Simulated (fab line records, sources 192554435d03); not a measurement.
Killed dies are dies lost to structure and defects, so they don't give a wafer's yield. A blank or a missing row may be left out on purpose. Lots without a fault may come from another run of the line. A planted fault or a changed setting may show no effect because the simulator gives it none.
Chamber matching | flow n5_finfet | N5_HKMG_FIN_NWFM_ALD_20 on ald_metal-01: 4 sister chambers
The step deposits TiAlC, target thk 2 nm, pulse time 3 s, purge time 2 s. 20 wafers are shown with their chamber, then 10 later ones without.

WAFERS WITH THEIR CHAMBER
wafer  | chamber | heater_power_w (W) | precursor_pulse_height_rel
L074.2 | 3       | 510                | 0.996
L074.4 | 2       | 458                | 0.984
L074.5 | 2       | 471                | 0.998
L080.1 | 1       | 483                | 0.967
L080.2 | 3       | 500                | 1.008
L080.3 | 2       | 476                | 0.989
L080.4 | 0       | 493                | 1.019
L080.5 | 2       | 470                | 0.995
L080.6 | 3       | 499                | 1.014
L082.1 | 1       | 486                | 0.995
L082.2 | 3       | 506                | 1.032
L082.3 | 2       | 462                | 1.009
L082.4 | 0       | 496                | 0.998
L082.5 | 3       | 504                | 0.974
L082.6 | 0       | 502                | 0.981
L084.1 | 1       | 491                | 0.989
L084.5 | 1       | 489                | 0.969
L084.6 | 2       | 471                | 1.002
L086.1 | 3       | 511                | 1.012
L086.3 | 1       | 495                | 0.970

SIGNATURES (means of the wafers above)
reading                    | chamber 0 | chamber 1 | chamber 2 | chamber 3 | scatter within a chamber
heater_power_w             | 497.00    | 488.80    | 468.00    | 505.00    | 5.44
precursor_pulse_height_rel | 0.99933   | 0.97800   | 0.99617   | 1.00600   | 0.0152
Rule: a wafer's distance from a chamber is the root of the sum, over the readings, of the square of ((its reading less the chamber's mean) divided by the reading's scatter). The wafer belongs to the nearest chamber; if the next one is less than 2 further off, it can't be placed. The scatter: the root of (the sum of the squares of (reading less its chamber's mean) over the shown wafers, divided by (wafers less chambers)).

WAFERS WITHOUT THEIR CHAMBER
wafer  | heater_power_w (W) | precursor_pulse_height_rel
L086.4 | 468                | 0.997
L089.1 | 490                | 1.028
L089.3 | 494                | 0.977
L089.5 | 501                | 1.022
L093.1 | 469                | 1.011
L093.3 | 499                | 0.998
L093.4 | 483                | 1.002
L095.2 | 485                | 1.013
L095.3 | 498                | 0.995
L095.5 | 483                | 0.948

WHICH CHAMBER EACH WENT THROUGH
wafer  | from the rows above               | in truth
L086.4 | 2                                 | 2
L089.1 | can't be placed: 0 or 3 or 1      | 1
L089.3 | can't be placed: 1 or 0 or 3      | 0
L089.5 | can't be placed: 3 or 0           | 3
L093.1 | 2                                 | 2
L093.3 | can't be placed: 0 or 3 or 1      | 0
L093.4 | can't be placed: 1 or 0 or 2      | 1
L095.2 | can't be placed: 0 or 1 or 2 or 3 | 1
L095.3 | can't be placed: 0 or 3 or 1      | 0
L095.5 | can't be placed: 1 or 2           | 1
Placed correctly: 2 of 10. Can't be placed from these rows: 8 (the true chamber is among the candidates in 8). Placed wrongly: 0.
